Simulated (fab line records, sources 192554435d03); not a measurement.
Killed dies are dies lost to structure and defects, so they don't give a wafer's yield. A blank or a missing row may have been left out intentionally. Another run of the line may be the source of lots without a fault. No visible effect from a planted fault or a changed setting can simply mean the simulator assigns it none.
fab line records	flow n5Finfet
record: lots: 24	wafers: 72	lastDay: 18
route steps=1938 shown BEOL_M14@1748 BEOL_M15@1783
lots that met no fault: from a run of the same line without faults
startH: hours from the record's first day to the start of the lot's first wafer shown	waitH: hours from the lot's prior step to this one	" as in the row above	L1.1+2: a row that stands for several wafers	- no value present, or no start provided	* or withheld: withheld	< > ~ a bound
route shown NAME@n: a module of which the file shows steps, and the number in the route of the first	usual: mean/standard deviation of fault-free wafers	same: alike in all rows	chamber/n: place in a boat	sites: each site's reading	_std_site: the standard deviation of these	_edge_site: mean of outer sites minus mean of inner sites	radiusMm: for every site, how far away it sits from the centre of the wafer	mask NAME#n: copy n	behind: tool/chamber where the wafer was last shaped	hold: what put the lot on hold/how long, in hours/how the hold closed	device: whichever transistor did not switch (one of n, p or np)	end of line: the tests these same wafers got at the end of their route	where a step has no rows: the recipe by itself	killed: dies that structure and defects cost at the first sort, which is not the same as the wafer's yield	map: per-die view of a wafer (x killed, . not killed, _ where there is no die)
set.NAME: the setting that was run; set.NAME@STEP: the one run at that earlier step	model.NAME: the simulator's own value behind a step, which no gauge read
the route's steps for a sample of lots (tables are steps, rows are wafers)
services: a tool's chamber out of use, with start hour (startH, from the record's first day; less than 0 if before it), hours out, and reason
== steps ==
step: N5_BEOL_M14_INSPECT_30
recipe: mode: adi	inspectInstrument: macro
usual: rawDefectCount: 2.2/1.5
lot.wafer	tool	chamber	startH	waitH	rawDefectCount
L074.2	defectInspect-01	-	251.91	0.0	1
L074.3	"	-	"	"	4
L074.5	"	-	"	"	1
L076.1	defectInspect-01	-	257.56	0.0	2
L076.3	"	-	"	"	2
L076.5	"	-	"	"	2
L075.1	defectInspect-01	-	258.75	0.0	0
L075.5	"	-	"	"	0
L075.6	"	-	"	"	6
L077.2	defectInspect-02	-	265.09	0.0	0
L077.5	"	-	"	"	1
L077.6	"	-	"	"	2
L078.3	defectInspect-02	-	278.75	0.0	4
L078.5	"	-	"	"	1
L078.6	"	-	"	"	5
L079.2	defectInspect-01	-	280.71	0.0	3
L079.5	"	-	"	"	3
L079.6	"	-	"	"	2
L081.1	defectInspect-02	-	294.02	0.0	5
L081.4	"	-	"	"	2
L081.6	"	-	"	"	3
L080.2	defectInspect-01	-	299.78	0.0	2
L080.3	"	-	"	"	2
L080.6	"	-	"	"	1
L082.1	defectInspect-01	-	305.82	0.0	2
L082.2	"	-	"	"	0
L082.5	"	-	"	"	5
L083.2	defectInspect-02	-	313.59	0.0	2
L083.5	"	-	"	"	5
L083.6	"	-	"	"	4
L084.1	defectInspect-02	-	314.29	0.0	5
L084.5	"	-	"	"	2
L084.6	"	-	"	"	0
L085.2	defectInspect-01	-	316.74	0.0	1
L085.3	"	-	"	"	1
L085.5	"	-	"	"	5
L086.1	defectInspect-02	-	326.16	0.0	3
L086.5	"	-	"	"	1
L086.6	"	-	"	"	1
L087.2	defectInspect-01	-	335.46	0.0	1
L087.3	"	-	"	"	3
L087.5	"	-	"	"	3
L089.1	defectInspect-01	-	343.77	0.0	2
L089.2	"	-	"	"	1
L089.5	"	-	"	"	3
L091.1	defectInspect-02	-	350.22	0.0	2
L091.2	"	-	"	"	2
L091.5	"	-	"	"	0
L090.1	defectInspect-02	-	350.69	0.0	2
L090.3	"	-	"	"	1
L090.4	"	-	"	"	3
L088.1	defectInspect-02	-	366.00	0.0	4
L088.3	"	-	"	"	1
L088.5	"	-	"	"	0
L092.1	defectInspect-02	-	369.94	0.0	2
L092.2	"	-	"	"	4
L092.3	"	-	"	"	1
L095.2	defectInspect-02	-	370.81	0.0	1
L095.3	"	-	"	"	1
L095.4	"	-	"	"	0
L094.2	defectInspect-01	-	379.40	0.0	4
L094.4	"	-	"	"	4
L094.5	"	-	"	"	1
L093.1	defectInspect-01	-	394.22	0.0	2
L093.4	"	-	"	"	4
L093.5	"	-	"	"	3
L096.2	defectInspect-01	-	401.75	0.0	1
L096.3	"	-	"	"	2
L096.6	"	-	"	"	1
L097.1	defectInspect-01	-	415.55	0.0	3
L097.5	"	-	"	"	1
L097.6	"	-	"	"	6
step: N5_BEOL_M14_ETCH_38
recipe: chemistry: CF4/N2	target: SiCN	targetDepthA: 1065	taperDeg: 2	timeS: 120.6	ionEnergyEv: 150	maskMaterial: SiO2	pressureMtorr: 40	sourceW: 430	biasW: 70	Ar_flow_sccm: 100	cf4FlowSccm: 60	n2FlowSccm: 60
usual: cf4FlowSccm: 59.99/0.18	drypumpMotorCurrentA: 5.7/0.51	mfcArSccm: 100.0/0.33	oesProductAu: 0.82/0.072	rfVppV: 382.4/2.2	showerheadPlenumPTorr: 2.21/0.086	throttleValvePct: 15.36/0.22
lot.wafer	tool	chamber	startH	waitH	cf4FlowSccm	drypumpMotorCurrentA	mfcArSccm	oesProductAu	rfHoursCounterH	rfVppV	showerheadPlenumPTorr	throttleValvePct
L074.2	rieDiel-02	0	-	-	59.82	5.6	99.2	0.71	216	380.8	2.09	15.56
L074.3	"	3	"	"	60.25	6.6	100.3	0.67	239	379.7	2.09	15.38
L074.5	"	3	"	"	60.08	6.6	100.5	0.68	-	379.0	2.09	15.38
L076.1	rieDiel-02	2	-	-	59.91	5.5	100.3	0.90	37	386.2	2.34	15.31
L076.3	"	1	"	"	60.08	5.4	99.5	0.95	3	386.0	2.35	15.13
L076.5	"	0	"	"	60.39	5.5	100.2	0.71	-	380.6	2.09	15.57
L075.1	rieDiel-01	1	-	-	59.75	6.7	100.6	0.90	36	380.2	2.16	15.45
L075.5	"	2	"	"	59.97	5.2	100.1	0.92	-	381.3	2.16	14.96
L075.6	"	1	"	"	60.00	6.7	100.5	0.90	-	381.8	2.16	15.47
L077.2	rieDiel-06	2	-	-	59.59	5.5	100.3	0.82	86	383.0	2.22	15.69
L077.5	"	0	"	"	60.27	5.5	100.1	0.91	-	386.1	2.33	15.25
L077.6	"	1	"	"	59.98	4.9	99.5	0.77	-	381.3	2.21	15.27
L078.3	rieDiel-01	3	-	-	60.30	6.1	99.3	0.87	49	381.0	2.16	15.47
L078.5	"	0	"	"	60.00	6.0	100.1	0.74	-	382.4	2.21	15.49
L078.6	"	3	"	"	60.19	6.1	100.1	0.86	-	382.3	2.16	15.47
L079.2	rieDiel-06	1	-	-	59.85	4.9	99.9	0.76	157	383.0	2.21	15.28
L079.5	"	3	"	"	59.78	5.3	99.7	0.87	-	382.0	2.15	15.05
L079.6	"	0	"	"	60.28	5.5	100.6	0.90	-	384.7	2.33	15.25
L081.1	rieDiel-02	0	-	-	59.82	5.6	99.4	0.70	229	378.9	2.08	15.62
L081.4	"	0	"	"	59.99	5.6	99.6	0.69	-	379.6	2.08	15.59
L081.6	"	1	"	"	60.00	5.4	100.2	0.91	-	385.6	2.35	15.14
L080.2	rieDiel-02	1	-	-	59.53	5.4	100.1	0.91	15	385.3	2.35	15.14
L080.3	"	0	"	"	60.05	5.5	99.5	0.69	231	379.4	2.08	15.60
L080.6	"	0	"	"	59.97	5.6	99.8	0.69	-	380.2	2.08	15.61
L082.1	rieDiel-01	0	-	-	60.25	6.0	100.3	0.73	165	382.7	2.20	15.49
L082.2	"	2	"	"	60.08	5.1	100.4	0.89	46	379.7	2.15	14.99
L082.5	"	3	"	"	59.89	6.1	100.4	0.86	-	382.4	2.16	15.49
L083.2	rieDiel-02	2	-	-	59.99	5.5	99.5	0.86	62	385.9	2.33	15.38
L083.5	"	0	"	"	60.11	5.6	100.5	0.69	-	378.2	2.08	15.61
L083.6	"	1	"	"	59.99	5.4	99.7	0.89	-	386.2	2.35	15.17
L084.1	rieDiel-06	0	-	-	60.21	5.5	100.0	0.88	50	385.8	2.33	15.28
L084.5	"	2	"	"	59.98	5.5	99.8	0.80	-	384.5	2.22	15.72
L084.6	"	1	"	"	60.06	4.9	100.2	0.76	-	381.5	2.20	15.32
L085.2	rieDiel-01	1	-	-	60.21	6.7	100.0	0.85	57	381.3	2.15	15.50
L085.3	"	3	"	"	60.04	6.1	99.7	0.85	64	381.7	2.16	15.51
L085.5	"	2	"	"	59.88	5.1	99.5	0.88	-	382.0	2.15	15.02
L086.1	rieDiel-06	2	-	-	59.73	5.5	99.9	0.79	108	381.8	2.21	15.72
L086.5	"	0	"	"	60.20	5.5	99.6	0.87	-	385.2	2.33	15.29
L086.6	"	3	"	"	60.17	5.3	99.7	0.84	-	380.3	2.15	15.08
L087.2	rieDiel-06	1	-	-	60.30	4.9	99.6	0.75	173	380.9	2.20	15.33
L087.3	"	0	"	"	60.05	5.5	99.4	0.87	55	383.2	2.33	15.28
L087.5	"	2	"	"	60.18	5.5	100.0	0.79	-	383.0	2.21	15.74
L089.1	rieDiel-01	2	-	-	60.29	5.1	100.3	0.87	61	380.2	2.15	15.03
L089.2	"	0	"	"	59.96	6.0	100.5	0.71	179	382.4	2.20	15.53
L089.5	"	1	"	"	60.24	6.7	100.2	0.84	-	379.9	2.15	15.51
L091.1	rieDiel-02	0	-	-	60.12	5.6	99.6	0.68	250	380.6	2.08	15.63
L091.2	"	3	"	"	59.72	6.6	99.9	0.94	10	386.4	2.35	14.91
L091.5	"	1	"	"	59.85	5.3	100.3	0.87	-	385.0	2.34	15.22
L090.1	rieDiel-01	2	-	-	59.74	5.1	99.9	0.87	63	380.6	2.15	15.04
L090.3	"	0	"	"	59.97	6.0	100.7	0.72	181	382.1	2.20	15.52
L090.4	"	3	"	"	59.96	6.1	100.2	0.83	76	381.1	2.15	15.52
L088.1	rieDiel-01	2	-	-	59.95	5.1	100.4	0.86	69	381.1	2.15	15.05
L088.3	"	0	"	"	59.84	6.0	99.8	0.71	187	381.3	2.20	15.54
L088.5	"	1	"	"	59.77	6.7	100.2	0.83	-	379.9	2.14	15.55
L092.1	rieDiel-01	1	-	-	60.32	6.7	100.6	0.84	75	381.9	2.14	15.55
L092.2	"	3	"	"	60.05	6.1	100.0	0.82	82	380.4	2.15	15.55
L092.3	"	0	"	"	59.87	6.0	99.8	0.71	188	384.0	2.20	15.56
L095.2	rieDiel-06	3	-	-	59.94	5.3	99.6	0.83	84	380.6	2.14	15.12
L095.3	"	1	"	"	60.12	4.9	100.5	0.74	186	383.0	2.20	15.37
L095.4	"	2	"	"	59.92	5.5	100.2	0.78	122	382.7	2.21	15.75
L094.2	rieDiel-02	3	-	-	59.96	6.6	100.4	0.92	21	386.9	2.35	14.94
L094.4	"	2	"	"	60.07	5.4	100.2	0.81	85	384.5	2.32	15.42
L094.5	"	1	"	"	60.09	5.3	99.9	0.85	-	384.4	2.34	15.22
L093.1	rieDiel-01	3	-	-	60.06	6.1	100.0	0.82	90	381.0	2.15	15.55
L093.4	"	0	"	"	60.12	6.0	100.0	0.71	195	381.4	2.19	15.58
L093.5	"	2	"	"	60.14	5.1	99.6	0.84	-	382.4	2.14	15.06
L096.2	rieDiel-01	2	-	-	59.90	5.1	100.2	0.85	80	382.8	2.14	15.05
L096.3	"	1	"	"	60.09	6.8	99.4	0.83	85	381.1	2.14	15.56
L096.6	"	0	"	"	60.31	6.0	100.1	0.70	-	381.4	2.19	15.57
L097.1	rieDiel-06	1	-	-	59.90	4.9	99.8	0.73	201	382.8	2.19	15.39
L097.5	"	3	"	"	59.91	5.3	99.7	0.80	-	379.9	2.14	15.15
L097.6	"	2	"	"	59.98	5.5	100.0	0.77	-	383.3	2.20	15.80
step: N5_BEOL_M15_CD_MEAS_10
recipe: targetCdNm: 360	landingEnergyEv: 500	detector: seInlens	polarity: opening
usual: cdNm: 361.1/1.9
lot.wafer	tool	chamber	startH	waitH	cdNm
L074.2	cdSem-02	0	259.50	-	361.6
L074.3	"	0	"	"	362.7
L074.5	"	0	"	"	361.7
L076.1	cdSem-03	0	263.26	-	364.0
L076.3	"	0	"	"	362.9
L076.5	"	0	"	"	361.5
L075.1	cdSem-01	0	264.78	-	363.8
L075.5	"	0	"	"	362.5
L075.6	"	0	"	"	360.5
L077.2	cdSem-01	0	268.70	-	360.1
L077.5	"	0	"	"	362.9
L077.6	"	0	"	"	362.1
L078.3	cdSem-03	0	287.15	-	362.3
L078.5	"	0	"	"	362.1
L078.6	"	0	"	"	359.3
L079.2	cdSem-02	0	287.98	-	360.9
L079.5	"	0	"	"	360.2
L079.6	"	0	"	"	360.1
L081.1	cdSem-01	0	298.25	-	360.8
L081.4	"	0	"	"	360.6
L081.6	"	0	"	"	360.8
L080.2	cdSem-02	0	303.39	-	362.9
L080.3	"	0	"	"	363.3
L080.6	"	0	"	"	359.8
L082.1	cdSem-01	0	309.61	-	362.3
L082.2	"	0	"	"	361.5
L082.5	"	0	"	"	360.6
L083.2	cdSem-01	0	318.87	-	358.9
L083.5	"	0	"	"	360.5
L083.6	"	0	"	"	357.8
L084.1	cdSem-01	0	319.22	-	366.1
L084.5	"	0	"	"	362.8
L084.6	"	0	"	"	365.6
L085.2	cdSem-03	0	320.94	-	362.9
L085.3	"	0	"	"	360.2
L085.5	"	0	"	"	360.3
L086.1	cdSem-02	0	332.79	-	363.1
L086.5	"	0	"	"	362.3
L086.6	"	0	"	"	362.9
L087.2	cdSem-02	0	338.76	-	362.3
L087.3	"	0	"	"	360.9
L087.5	"	0	"	"	362.8
L089.1	cdSem-02	0	349.03	-	359.1
L089.2	"	0	"	"	359.7
L089.5	"	0	"	"	362.2
L091.1	cdSem-03	0	354.50	-	359.2
L091.2	"	0	"	"	357.3
L091.5	"	0	"	"	361.1
L090.1	cdSem-03	0	354.66	-	362.3
L090.3	"	0	"	"	363.6
L090.4	"	0	"	"	362.1
L088.1	cdSem-01	0	373.00	-	357.7
L088.3	"	0	"	"	358.3
L088.5	"	0	"	"	359.9
L092.1	cdSem-03	0	373.53	-	361.9
L092.2	"	0	"	"	362.8
L092.3	"	0	"	"	361.9
L095.2	cdSem-03	0	375.53	-	362.1
L095.3	"	0	"	"	362.0
L095.4	"	0	"	"	361.2
L094.2	cdSem-03	0	385.44	-	362.0
L094.4	"	0	"	"	357.8
L094.5	"	0	"	"	360.0
L093.1	cdSem-02	0	397.60	-	360.4
L093.4	"	0	"	"	360.1
L093.5	"	0	"	"	359.2
L096.2	cdSem-02	0	405.48	-	361.5
L096.3	"	0	"	"	358.2
L096.6	"	0	"	"	359.5
L097.1	cdSem-02	0	419.70	-	363.5
L097.5	"	0	"	"	360.0
L097.6	"	0	"	"	361.8
step: N5_BEOL_M15_STRIP_64
recipe: chemistry: O2	powerW: 600	tempC: 60	pressureMtorr: 30	rfFrequencyHz: 6e+07	biasPowerW: 0	overashFraction: 0.3	o2FlowSccm: 225
usual: drypumpMotorCurrentA: 5.6/0.44	oesProductAu: 0.77/0.087	rfVppV: 3.6/0.5	showerheadPlenumPTorr: 2.11/0.057	tempC: 59.99/0.12	throttleValvePct: 16.79/0.27
lot.wafer	tool	chamber	startH	waitH	drypumpMotorCurrentA	oesProductAu	rfHoursCounterH	rfVppV	showerheadPlenumPTorr	tempC	throttleValvePct
L074.2	rieDiel-04	3	-	-	5.0	0.99	2	4.1	2.07	59.87	16.56
L074.3	"	1	"	"	5.6	0.77	135	3.3	2.10	59.87	17.00
L074.5	"	0	"	"	6.1	0.71	-	3.1	2.08	59.99	16.78
L076.1	rieDiel-04	1	-	-	5.5	0.76	136	3.1	2.10	60.00	17.02
L076.3	"	0	"	"	6.1	0.71	212	3.1	2.08	59.98	16.78
L076.5	"	0	"	"	6.1	0.71	-	3.6	2.08	60.17	16.78
L075.1	rieDiel-05	2	-	-	5.3	0.70	202	3.5	2.09	60.14	16.71
L075.5	"	0	"	"	5.8	0.71	-	3.0	2.19	59.90	17.01
L075.6	"	3	"	"	5.9	0.72	-	3.2	2.08	59.99	16.83
L077.2	rieDiel-05	2	-	-	5.3	0.70	204	3.5	2.09	59.69	16.70
L077.5	"	3	"	"	5.8	0.72	-	3.1	2.08	60.07	16.83
L077.6	"	2	"	"	5.2	0.70	-	4.3	2.09	59.69	16.72
L078.3	rieDiel-03	2	-	-	5.1	0.93	23	3.7	2.14	59.92	16.28
L078.5	"	3	"	"	5.6	0.74	-	3.9	2.18	59.73	17.10
L078.6	"	0	"	"	5.5	0.84	-	3.1	2.04	60.03	16.69
L079.2	rieDiel-05	1	-	-	5.5	0.69	215	3.7	2.08	59.89	16.87
L079.5	"	0	"	"	5.8	0.71	-	2.7	2.19	59.94	17.02
L079.6	"	1	"	"	5.5	0.69	-	3.7	2.08	59.99	16.89
L081.1	rieDiel-03	0	-	-	5.5	0.82	91	3.9	2.04	59.85	16.70
L081.4	"	2	"	"	5.1	0.92	26	4.3	2.14	60.16	16.28
L081.6	"	2	"	"	5.1	0.92	-	2.9	2.14	60.07	16.30
L080.2	rieDiel-03	0	-	-	5.5	0.83	93	4.1	2.04	60.02	16.71
L080.3	"	2	"	"	5.1	0.93	28	3.8	2.14	59.80	16.29
L080.6	"	1	"	"	5.1	0.74	-	2.9	2.11	60.02	16.90
L082.1	rieDiel-04	2	-	-	6.5	0.93	14	4.1	2.23	59.87	16.21
L082.2	"	1	"	"	5.5	0.74	154	3.7	2.10	60.07	17.04
L082.5	"	1	"	"	5.5	0.74	-	3.7	2.10	60.06	17.07
L083.2	rieDiel-03	3	-	-	5.6	0.74	200	3.5	2.17	59.73	17.12
L083.5	"	3	"	"	5.6	0.73	-	3.7	2.17	60.21	17.13
L083.6	"	1	"	"	5.1	0.73	-	3.0	2.11	60.12	16.89
L084.1	rieDiel-05	0	-	-	5.8	0.70	231	4.5	2.18	59.89	17.03
L084.5	"	0	"	"	5.8	0.70	-	4.1	2.18	59.90	17.04
L084.6	"	1	"	"	5.6	0.69	-	3.3	2.08	59.88	16.90
L085.2	rieDiel-03	1	-	-	5.1	0.73	193	3.8	2.11	60.18	16.91
L085.3	"	0	"	"	5.4	0.81	99	4.1	2.03	59.88	16.71
L085.5	"	3	"	"	5.6	0.74	-	3.2	2.17	60.09	17.13
L086.1	rieDiel-05	2	-	-	5.3	0.69	224	3.9	2.08	59.82	16.74
L086.5	"	1	"	"	5.5	0.70	-	3.5	2.07	59.92	16.90
L086.6	"	2	"	"	5.2	0.69	-	3.8	2.08	59.90	16.74
L087.2	rieDiel-04	3	-	-	5.0	0.92	20	2.8	2.07	59.86	16.57
L087.3	"	0	"	"	6.2	0.69	239	3.8	2.07	59.99	16.81
L087.5	"	2	"	"	6.5	0.90	-	3.3	2.23	59.98	16.23
L089.1	rieDiel-04	3	-	-	5.0	0.91	23	4.5	2.07	60.14	16.57
L089.2	"	2	"	"	6.5	0.90	28	3.6	2.23	59.87	16.26
L089.5	"	3	"	"	5.0	0.91	-	3.4	2.07	60.06	16.58
L091.1	rieDiel-05	2	-	-	5.3	0.68	231	2.8	2.08	59.90	16.74
L091.2	"	3	"	"	5.8	0.70	215	3.5	2.07	60.03	16.89
L091.5	"	2	"	"	5.2	0.69	-	2.8	2.08	59.78	16.76
L090.1	rieDiel-04	3	-	-	5.0	0.90	24	3.2	2.07	59.80	16.57
L090.3	"	0	"	"	6.2	0.69	243	3.5	2.07	60.03	16.84
L090.4	"	1	"	"	5.5	0.73	166	3.3	2.09	59.83	17.07
L088.1	rieDiel-05	2	-	-	5.3	0.68	236	4.2	2.08	59.95	16.77
L088.3	"	0	"	"	5.8	0.69	246	3.3	2.18	60.05	17.07
L088.5	"	0	"	"	5.8	0.69	-	3.4	2.18	60.03	17.08
L092.1	rieDiel-03	1	-	-	5.1	0.72	209	3.8	2.10	60.09	16.92
L092.2	"	2	"	"	5.1	0.88	45	3.4	2.13	59.93	16.34
L092.3	"	3	"	"	5.6	0.71	217	3.3	2.17	59.99	17.17
L095.2	rieDiel-03	1	-	-	5.1	0.72	211	4.6	2.10	59.98	16.95
L095.3	"	2	"	"	5.1	0.88	47	3.4	2.13	59.92	16.34
L095.4	"	0	"	"	5.5	0.79	117	3.0	2.03	59.95	16.75
L094.2	rieDiel-04	0	-	-	6.1	0.68	255	2.7	2.07	60.16	16.86
L094.4	"	1	"	"	5.5	0.72	-	3.6	2.09	59.90	17.08
L094.5	"	2	"	"	6.5	0.87	-	3.1	2.22	60.08	16.28
L093.1	rieDiel-05	2	-	-	5.3	0.67	241	3.9	2.08	60.07	16.78
L093.4	"	3	"	"	5.8	0.70	-	4.9	2.07	59.97	16.90
L093.5	"	2	"	"	5.3	0.68	-	3.0	2.08	60.15	16.75
L096.2	rieDiel-04	3	-	-	5.0	0.88	42	2.8	2.06	59.90	16.60
L096.3	"	2	"	"	6.5	0.86	50	4.2	2.22	60.01	16.29
L096.6	"	1	"	"	5.5	0.71	-	3.4	2.09	59.89	17.12
L097.1	rieDiel-04	3	-	-	5.0	0.88	48	3.8	2.06	59.84	16.61
L097.5	"	1	"	"	5.5	0.73	-	3.3	2.08	60.08	17.13
L097.6	"	2	"	"	6.5	0.86	-	4.0	2.22	60.08	16.30
step: N5_BEOL_M15_CD_MEAS_28
recipe: targetCdNm: 407.6	landingEnergyEv: 500	detector: seInlens
usual: cdNm: 409.2/1.6
lot.wafer	tool	chamber	startH	waitH	cdNm
L074.2	cdSem-02	0	260.96	-	408.6
L074.3	"	0	"	"	409.0
L074.5	"	0	"	"	408.7
L076.1	cdSem-02	0	264.84	-	408.5
L076.3	"	0	"	"	411.2
L076.5	"	0	"	"	408.5
L075.1	cdSem-03	0	266.24	-	409.8
L075.5	"	0	"	"	410.4
L075.6	"	0	"	"	409.0
L077.2	cdSem-01	0	270.30	-	409.3
L077.5	"	0	"	"	409.1
L077.6	"	0	"	"	411.3
L078.3	cdSem-01	0	288.74	-	408.7
L078.5	"	0	"	"	407.1
L078.6	"	0	"	"	406.2
L079.2	cdSem-01	0	289.99	-	408.4
L079.5	"	0	"	"	410.1
L079.6	"	0	"	"	408.4
L081.1	cdSem-02	0	299.84	-	408.9
L081.4	"	0	"	"	409.8
L081.6	"	0	"	"	408.7
L080.2	cdSem-02	0	304.97	-	408.7
L080.3	"	0	"	"	409.8
L080.6	"	0	"	"	409.7
L082.1	cdSem-02	0	311.11	-	409.1
L082.2	"	0	"	"	410.5
L082.5	"	0	"	"	408.9
L083.2	cdSem-01	0	320.33	-	411.5
L083.5	"	0	"	"	411.6
L083.6	"	0	"	"	411.1
L084.1	cdSem-02	0	320.69	-	409.6
L084.5	"	0	"	"	410.0
L084.6	"	0	"	"	410.4
L085.2	cdSem-02	0	322.54	-	411.3
L085.3	"	0	"	"	411.7
L085.5	"	0	"	"	411.0
L086.1	cdSem-02	0	334.38	-	408.5
L086.5	"	0	"	"	410.0
L086.6	"	0	"	"	409.4
L087.2	cdSem-01	0	340.23	-	405.1
L087.3	"	0	"	"	405.5
L087.5	"	0	"	"	409.3
L089.1	cdSem-03	0	350.87	-	409.8
L089.2	"	0	"	"	412.8
L089.5	"	0	"	"	409.7
L091.1	cdSem-01	0	355.96	-	407.0
L091.2	"	0	"	"	408.8
L091.5	"	0	"	"	405.4
L090.1	cdSem-01	0	356.25	-	406.8
L090.3	"	0	"	"	407.2
L090.4	"	0	"	"	406.7
L088.1	cdSem-03	0	374.75	-	407.0
L088.3	"	0	"	"	408.4
L088.5	"	0	"	"	408.5
L092.1	cdSem-01	0	375.32	-	411.1
L092.2	"	0	"	"	408.1
L092.3	"	0	"	"	409.9
L095.2	cdSem-02	0	378.27	-	408.3
L095.3	"	0	"	"	408.1
L095.4	"	0	"	"	408.6
L094.2	cdSem-02	0	386.97	-	408.7
L094.4	"	0	"	"	411.1
L094.5	"	0	"	"	410.7
L093.1	cdSem-01	0	399.16	-	409.1
L093.4	"	0	"	"	407.3
L093.5	"	0	"	"	406.8
L096.2	cdSem-03	0	407.27	-	408.9
L096.3	"	0	"	"	409.8
L096.6	"	0	"	"	412.2
L097.1	cdSem-01	0	421.21	-	409.4
L097.5	"	0	"	"	408.5
L097.6	"	0	"	"	408.8
step: N5_BEOL_M15_ANNEAL_48
recipe: tempC: 225	timeS: 90	ambient: N2
usual: annealTempCMax: 226.1/0.37	wafer_temp_C_max: 226.2/0.71
lot.wafer	tool	chamber	startH	waitH	annealTempCMax	wafer_temp_C_max
L074.2	rtpAnneal-01	0	269.78	0.3	226.1	227.4
L074.3	"	0	"	"	226.1	226.6
L074.5	"	0	"	"	226.0	227.2
L076.1	rtpAnneal-01	0	270.06	0.2	225.9	227.0
L076.3	"	0	"	"	226.2	226.6
L076.5	"	0	"	"	225.7	226.9
L075.1	rtpAnneal-02	0	270.20	0.3	226.4	225.7
L075.5	"	0	"	"	226.1	225.8
L075.6	"	0	"	"	226.4	225.6
L077.2	rtpAnneal-01	0	273.69	0.2	225.9	227.2
L077.5	"	0	"	"	226.2	226.4
L077.6	"	0	"	"	226.0	226.5
L078.3	rtpAnneal-01	0	291.45	0.2	225.9	227.0
L078.5	"	0	"	"	225.8	227.0
L078.6	"	0	"	"	225.8	226.6
L079.2	rtpAnneal-02	0	295.69	0.2	226.0	225.4
L079.5	"	0	"	"	226.6	225.7
L079.6	"	0	"	"	226.3	225.3
L081.1	rtpAnneal-01	0	302.75	0.3	226.1	226.3
L081.4	"	0	"	"	225.7	226.8
L081.6	"	0	"	"	225.6	226.3
L080.2	rtpAnneal-01	0	307.79	0.2	225.9	226.9
L080.3	"	0	"	"	226.0	227.0
L080.6	"	0	"	"	226.0	226.8
L082.1	rtpAnneal-01	0	314.65	0.3	225.8	226.8
L082.2	"	0	"	"	225.8	227.4
L082.5	"	0	"	"	226.0	227.2
L083.2	rtpAnneal-02	0	322.73	0.2	226.8	225.5
L083.5	"	0	"	"	226.5	225.7
L083.6	"	0	"	"	226.3	225.6
L084.1	rtpAnneal-01	0	323.31	0.3	225.9	226.7
L084.5	"	0	"	"	225.7	227.0
L084.6	"	0	"	"	225.5	226.1
L085.2	rtpAnneal-02	0	326.78	0.3	226.7	225.6
L085.3	"	0	"	"	226.2	225.6
L085.5	"	0	"	"	227.1	225.5
L086.1	rtpAnneal-02	0	336.83	0.3	226.6	225.7
L086.5	"	0	"	"	226.6	225.8
L086.6	"	0	"	"	226.7	225.7
L087.2	rtpAnneal-01	0	344.05	0.2	225.5	227.5
L087.3	"	0	"	"	225.7	226.2
L087.5	"	0	"	"	225.5	226.5
L089.1	rtpAnneal-02	0	355.40	0.2	226.4	225.5
L089.2	"	0	"	"	226.3	225.4
L089.5	"	0	"	"	226.0	225.4
L091.1	rtpAnneal-02	0	359.87	0.2	226.4	225.4
L091.2	"	0	"	"	226.8	225.6
L091.5	"	0	"	"	227.0	225.6
L090.1	rtpAnneal-02	0	360.14	0.2	226.3	225.7
L090.3	"	0	"	"	226.2	225.7
L090.4	"	0	"	"	226.1	225.5
L088.1	rtpAnneal-02	0	379.48	2.6	226.6	225.5
L088.3	"	0	"	"	226.0	225.7
L088.5	"	0	"	"	226.6	225.4
L092.1	rtpAnneal-01	0	380.87	1.2	225.5	226.4
L092.2	"	0	"	"	225.7	227.7
L092.3	"	0	"	"	225.8	226.4
L095.2	rtpAnneal-01	0	381.18	1.2	226.0	226.7
L095.3	"	0	"	"	225.5	227.0
L095.4	"	0	"	"	225.7	227.2
L094.2	rtpAnneal-02	0	390.39	0.2	226.7	225.2
L094.4	"	0	"	"	226.0	225.6
L094.5	"	0	"	"	226.5	225.4
L093.1	rtpAnneal-02	0	401.38	0.3	226.2	225.8
L093.4	"	0	"	"	226.0	225.6
L093.5	"	0	"	"	226.4	225.6
L096.2	rtpAnneal-02	0	409.35	0.6	226.4	225.5
L096.3	"	0	"	"	226.0	225.3
L096.6	"	0	"	"	226.1	225.4
L097.1	rtpAnneal-01	0	423.84	0.2	226.1	226.9
L097.5	"	0	"	"	225.8	226.5
L097.6	"	0	"	"	225.8	227.4
== services ==
tool	chamber	startH	hours	kind
rieDiel-03	1	238.76	4.5	repair
rieDiel-04	2	254.91	-	clean
rieDiel-04	2	254.91	-	consumableReplace:focusRing
rieDiel-04	2	254.91	-	consumableReplace:showerhead
rieDiel-04	2	254.91	16.8	scheduledDown
rieDiel-04	2	254.91	16.8	ventCycle
rieDiel-02	0	262.90	4.5	repair
rieDiel-04	3	285.00	27.2	repair
rtpAnneal-02	-	287.30	3.2	pm
rieDiel-04	0	322.48	6.7	repair
rieDiel-06	0	323.70	2.2	repair
rieDiel-04	-	351.21	1.5	repair
rieDiel-05	1	366.16	8.4	repair
rieDiel-05	-	374.16	14.6	pm
rtpAnneal-01	-	374.98	5.1	pm
rieDiel-04	3	378.16	8.3	repair
rieDiel-05	0	389.04	11.5	repair
rieDiel-04	0	395.62	-	clean
rieDiel-04	0	395.62	-	consumableReplace:focusRing
rieDiel-04	0	395.62	24.4	scheduledDown
rieDiel-04	0	395.62	24.4	ventCycle
rieDiel-03	1	396.85	17.9	repair
rieDiel-05	0	411.60	-	clean
rieDiel-05	0	411.60	-	consumableReplace:focusRing
== key ==
fault none
